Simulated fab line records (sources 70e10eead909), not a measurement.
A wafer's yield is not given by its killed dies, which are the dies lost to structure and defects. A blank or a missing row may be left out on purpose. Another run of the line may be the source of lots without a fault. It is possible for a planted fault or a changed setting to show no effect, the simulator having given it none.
Which tool did it?	flow nand-harc	Sampling: 24 lots, 72 wafers, 5 of 1159 route steps

== WHAT THE GAUGES READ, wafer by wafer ==
NHARC_A_CONTACT_CD_MEAS_53.
lot	measured	on	cd-nm (nm)
L076	day 16 09:04	cd-sem-01	190.0 189.8 190.1
L074	day 16 20:17	cd-sem-02	188.1 188.2 188.7
L075	day 17 01:35	cd-sem-01	189.5 190.0 189.5
L078	day 17 11:46	cd-sem-03	190.0 189.5 190.3
L077	day 17 15:58	cd-sem-01	188.8 189.2 189.6
L079	day 17 20:08	cd-sem-02	189.9 190.1 189.8
L080	day 17 21:20	cd-sem-02	189.6 189.3 189.4
L081	day 18 05:08	cd-sem-01	189.9 191.1 190.1
L082	day 18 07:09	cd-sem-02	189.1 189.8 188.9
L084	day 18 21:31	cd-sem-03	188.6 189.2 189.3
L083	day 18 23:13	cd-sem-03	190.8 191.0 190.7
L087	day 19 07:10	cd-sem-03	190.3 190.2 190.0
L086	day 19 09:13	cd-sem-03	189.7 190.4 190.0
L085	day 19 16:41	cd-sem-02	190.3 189.8 189.9
L090	day 19 23:07	cd-sem-02	189.5 189.9 189.8
L089	day 20 02:43	cd-sem-02	190.7 190.4 190.0
L088	day 20 12:35	cd-sem-02	189.0 188.8 188.3
L092	day 20 15:01	cd-sem-02	189.6 189.2 189.3
L091	day 20 22:19	cd-sem-03	189.1 188.7 188.9
L094	day 21 06:11	cd-sem-02	189.3 189.0 188.3
L093	day 21 06:37	cd-sem-03	190.7 190.2 191.2
L095	day 21 13:31	cd-sem-03	190.2 189.2 190.5
L096	day 21 17:48	cd-sem-03	187.8 188.3 188.8
L097	day 21 22:43	cd-sem-01	190.3 189.0 189.9

NHARC_A_CONTACT_CD_MEAS_80.
lot	measured	on	cd-nm (nm)
L076	day 16 15:56	cd-sem-03	189.1 189.2 189.5
L074	day 17 03:23	cd-sem-02	187.3 187.9 187.9
L075	day 17 10:53	cd-sem-01	190.3 190.3 190.3
L078	day 17 18:58	cd-sem-03	189.4 189.1 189.8
L077	day 17 22:44	cd-sem-03	189.2 189.7 189.3
L079	day 18 03:19	cd-sem-03	189.1 189.3 188.8
L080	day 18 05:48	cd-sem-01	189.2 189.8 188.4
L081	day 18 13:10	cd-sem-03	189.0 189.1 189.2
L082	day 18 16:53	cd-sem-03	189.2 190.0 189.3
L084	day 19 05:26	cd-sem-03	188.3 188.3 188.7
L083	day 19 07:46	cd-sem-01	189.1 189.3 188.3
L087	day 19 14:47	cd-sem-02	189.5 189.5 190.0
L086	day 19 16:49	cd-sem-02	190.9 190.7 190.4
L085	day 20 01:50	cd-sem-03	189.3 190.5 189.7
L090	day 20 06:32	cd-sem-02	189.8 189.0 189.7
L089	day 20 10:50	cd-sem-01	190.2 190.5 190.5
L088	day 20 21:06	cd-sem-03	189.1 189.1 189.3
L092	day 20 21:51	cd-sem-02	188.4 188.3 188.9
L091	day 21 10:55	cd-sem-01	189.4 189.7 188.6
L094	day 21 13:38	cd-sem-01	191.0 190.2 190.0
L093	day 21 15:37	cd-sem-01	189.8 190.0 189.8
L095	day 21 21:07	cd-sem-02	189.7 190.0 190.0
L096	day 22 01:28	cd-sem-03	187.8 188.0 187.8
L097	day 22 07:05	cd-sem-02	189.6 190.3 190.2

== EACH LOT AND THE TOOL THAT RAN IT (in order: tool; ch and the chambers of the sampled wafers; start) ==
lot	NHARC_A_CONTACT_STRIP_55	NHARC_A_CONTACT_ETCH_76	NHARC_A_CONTACT_ETCH_133
L076	rie-diel-13 ch 1,2, day 16 15:16 or earlier	rie-diel-13 ch 0,1,3, day 16 15:16 or earlier	har-cap-etch-03 ch 0,1, day 16 15:16
L074	rie-diel-13 ch 0,1,3, day 17 02:38 or earlier	rie-diel-09 ch 0,1,3, day 17 02:38 or earlier	har-cap-etch-02 ch 0,1, day 17 02:38
L075	rie-diel-13 ch 0,1,3, day 17 10:06 or earlier	rie-diel-11 ch 1,2, day 17 10:06 or earlier	har-cap-etch-02 ch 0,1, day 17 10:06
L078	rie-diel-13 ch 0,2,3, day 17 18:11 or earlier	rie-diel-13 ch 0,2, day 17 18:11 or earlier	har-cap-etch-01 ch 0, day 17 18:11
L077	rie-diel-11 ch 0,1,2, day 17 22:00 or earlier	rie-diel-13 ch 1,3, day 17 22:00 or earlier	har-cap-etch-01 ch 1, day 17 22:00
L079	rie-diel-11 ch 1,2, day 18 02:37 or earlier	rie-diel-13 ch 0,3, day 18 02:37 or earlier	har-cap-etch-02 ch 0,1, day 18 02:37
L080	rie-diel-11 ch 0,1,3, day 18 05:08 or earlier	rie-diel-13 ch 1,2,3, day 18 05:08 or earlier	har-cap-etch-03 ch 0,1, day 18 05:08
L081	rie-diel-09 ch 0,2,3, day 18 12:20 or earlier	rie-diel-11 ch 1,2, day 18 12:20 or earlier	har-cap-etch-01 ch 0,1, day 18 12:20
L082	rie-diel-13 ch 1,2,3, day 18 16:06 or earlier	rie-diel-11 ch 0,1,3, day 18 16:06 or earlier	har-cap-etch-03 ch 0,1, day 18 16:06
L084	rie-diel-13 ch 0,1,2, day 19 01:29 or earlier	rie-diel-13 ch 0,1, day 19 01:29	har-cap-etch-01 ch 0,1, day 19 04:20
L083	rie-diel-13 ch 0,1, day 19 00:29	rie-diel-11 ch 0,1,3, day 19 06:53 or earlier	har-cap-etch-03 ch 0,1, day 19 06:53
L087	rie-diel-11 ch 0,1,3, day 19 13:59 or earlier	rie-diel-13 ch 0,1, day 19 13:59 or earlier	har-cap-etch-03 ch 0,1, day 19 13:59
L086	rie-diel-13 ch 0,1, day 19 16:01 or earlier	rie-diel-11 ch 0,1, day 19 16:01 or earlier	har-cap-etch-01 ch 0,1, day 19 16:01
L085	rie-diel-13 ch 1,3, day 20 00:56 or earlier	rie-diel-11 ch 1,2,3, day 20 00:56 or earlier	har-cap-etch-01 ch 0,1, day 20 00:56
L090	rie-diel-09 ch 2,3, day 20 05:48 or earlier	rie-diel-11 ch 1,2, day 20 05:48 or earlier	har-cap-etch-03 ch 0,1, day 20 05:48
L089	rie-diel-09 ch 0,3, day 20 09:53 or earlier	rie-diel-13 ch 0,2, day 20 09:53 or earlier	har-cap-etch-02 ch 0,1, day 20 09:53
L088	rie-diel-09 ch 0,2,3, day 20 20:07 or earlier	rie-diel-11 ch 0,1,3, day 20 20:07 or earlier	har-cap-etch-03 ch 0,1, day 20 20:07
L092	rie-diel-13 ch 0,2, day 20 21:07 or earlier	rie-diel-13 ch 0,1,3, day 20 21:07 or earlier	har-cap-etch-02 ch 0, day 20 21:07
L091	rie-diel-09 ch 0,1,3, day 21 10:00 or earlier	rie-diel-11 ch 0,3, day 21 10:00 or earlier	har-cap-etch-01 ch 0,1, day 21 10:00
L094	rie-diel-11 ch 2,3, day 21 12:46 or earlier	rie-diel-11 ch 0,1,3, day 21 12:46 or earlier	har-cap-etch-03 ch 1, day 21 12:46
L093	rie-diel-13 ch 1,3, day 21 14:44 or earlier	rie-diel-11 ch 0,1,3, day 21 14:44 or earlier	har-cap-etch-01 ch 0,1, day 21 14:44
L095	rie-diel-09 ch 0,2,3, day 21 20:10 or earlier	rie-diel-13 ch 1,3, day 21 20:10 or earlier	har-cap-etch-01 ch 0, day 21 20:10
L096	rie-diel-09 ch 0,1,2, day 22 00:39 or earlier	rie-diel-09 ch 0,1,2, day 22 00:39 or earlier	har-cap-etch-01 ch 0,1, day 22 00:39
L097	rie-diel-09 ch 0,1,2, day 22 05:43 or earlier	rie-diel-09 ch 0,1,3, day 22 05:43 or earlier	har-cap-etch-03 ch 0,1, day 22 05:43
- NHARC_A_CONTACT_STRIP_55: strips in O2.
- NHARC_A_CONTACT_ETCH_76: etches the open film in N2/H2, target depth 260 nm, time 475.3 s.
- NHARC_A_CONTACT_ETCH_133: etches the open film in C4F8/O2/Ar, time 195 s, target depth 840 nm.

== WHAT THE TOOLS THEMSELVES READ (means of the sampled wafers that have a number; where no wafer has one, the mark that the record gives instead) ==
NHARC_A_CONTACT_STRIP_55.
lot	tool	drypump-motor-current-A (A)	oes-product-au (a.u.)	rf-vpp-V (V)	showerhead-plenum-p-Torr (Torr)	throttle-valve-pct (%)
L076	rie-diel-13	6.1	0.998	57.9	3.54	17.044
L074	rie-diel-13	5.6	0.999	57.5	3.49	17.035
L075	rie-diel-13	5.6	0.996	57.3	3.49	17.034
L078	rie-diel-13	5.6	0.999	57.4	3.53	17.043
L077	rie-diel-11	5.8	1.005	57.4	3.48	17.026
L079	rie-diel-11	5.8	0.994	57.2	3.52	17.037
L080	rie-diel-11	5.5	1.009	57.7	3.44	17.033
L081	rie-diel-09	5.5	1.001	57.5	3.53	17.032
L082	rie-diel-13	5.8	0.998	58.0	3.52	17.033
L084	rie-diel-13	6.0	0.994	57.7	3.54	17.033
L083	rie-diel-13	5.8	1.001	57.5	3.52	17.039
L087	rie-diel-11	5.4	1.008	58.4	3.43	17.029
L086	rie-diel-13	6.0	1.005	57.9	3.50	17.034
L085	rie-diel-13	5.8	0.992	57.7	3.48	17.036
L090	rie-diel-09	5.7	1.002	57.0	3.43	17.041
L089	rie-diel-09	5.6	1.001	58.4	3.47	17.036
L088	rie-diel-09	5.5	0.995	58.2	3.52	17.037
L092	rie-diel-13	5.9	1.003	57.7	3.58	17.035
L091	rie-diel-09	6.0	0.998	58.4	3.56	17.042
L094	rie-diel-11	5.7	0.997	58.2	3.54	17.034
L093	rie-diel-13	5.8	0.997	57.5	3.47	17.038
L095	rie-diel-09	5.6	0.993	57.4	3.52	17.038
L096	rie-diel-09	5.9	0.995	58.4	3.61	17.030
L097	rie-diel-09	5.9	0.998	58.2	3.61	17.034

NHARC_A_CONTACT_ETCH_76.
lot	tool	drypump-motor-current-A (A)	oes-product-au (a.u.)	rf-vpp-V (V)	showerhead-plenum-p-Torr (Torr)	throttle-valve-pct (%)
L076	rie-diel-13	5.6	0.999	429.4	2.02	14.174
L074	rie-diel-09	6.0	0.998	431.2	2.07	14.178
L075	rie-diel-11	5.6	0.990	428.9	1.98	14.169
L078	rie-diel-13	5.8	1.011	431.6	2.06	14.175
L077	rie-diel-13	5.8	0.998	429.4	2.01	14.178
L079	rie-diel-13	5.3	1.001	430.2	2.01	14.172
L080	rie-diel-13	5.8	0.996	430.8	2.03	14.171
L081	rie-diel-11	5.5	0.997	429.9	1.98	14.164
L082	rie-diel-11	5.5	0.997	428.9	1.98	14.168
L084	rie-diel-13	5.8	1.000	430.3	2.03	14.176
L083	rie-diel-11	5.4	0.999	430.1	1.98	14.175
L087	rie-diel-13	5.8	0.993	430.4	2.03	14.172
L086	rie-diel-11	5.8	0.998	429.7	1.98	14.168
L085	rie-diel-11	5.4	0.998	429.5	1.99	14.167
L090	rie-diel-11	5.8	0.996	429.5	2.02	14.174
L089	rie-diel-13	6.0	0.991	431.1	2.07	14.170
L088	rie-diel-11	5.5	1.006	429.4	1.97	14.166
L092	rie-diel-13	5.6	0.998	429.0	2.01	14.178
L091	rie-diel-11	5.3	1.002	429.0	2.00	14.162
L094	rie-diel-11	5.4	1.002	428.0	1.97	14.170
L093	rie-diel-11	5.4	1.005	429.1	1.97	14.159
L095	rie-diel-13	5.8	1.000	429.6	2.00	14.170
L096	rie-diel-09	5.9	0.995	431.6	2.09	14.167
L097	rie-diel-09	6.0	0.999	431.1	2.06	14.175

== THE ANSWER, worked out from the rows above alone ==
Rule: the lots themselves supply what counts as usual. The widest of any qualifying gaps counts: lots, ordered by their means at a reading, are off when they make up no more than a third of the lots, leave a main group of 4 or more, and stand apart from it by 3 or more times the standard deviation of that group's means. A main group whose means are all the same, to the digits that the tables above print for the reading, isn't used. A lot without any number at a reading at which 4 lots or more have one is off too. The other lots that the step has rows for count as sound. The gauges are gone through in route order, then the tools' own readings, and for those a lot's mean is taken as printed above. At the first step where some lot is off, the reading lying furthest off is the one used; lots without a number count as furthest.
No lot is off at any reading shown: from this, nothing can be told.

== WHAT THE SIMULATOR HAD INSERTED ==
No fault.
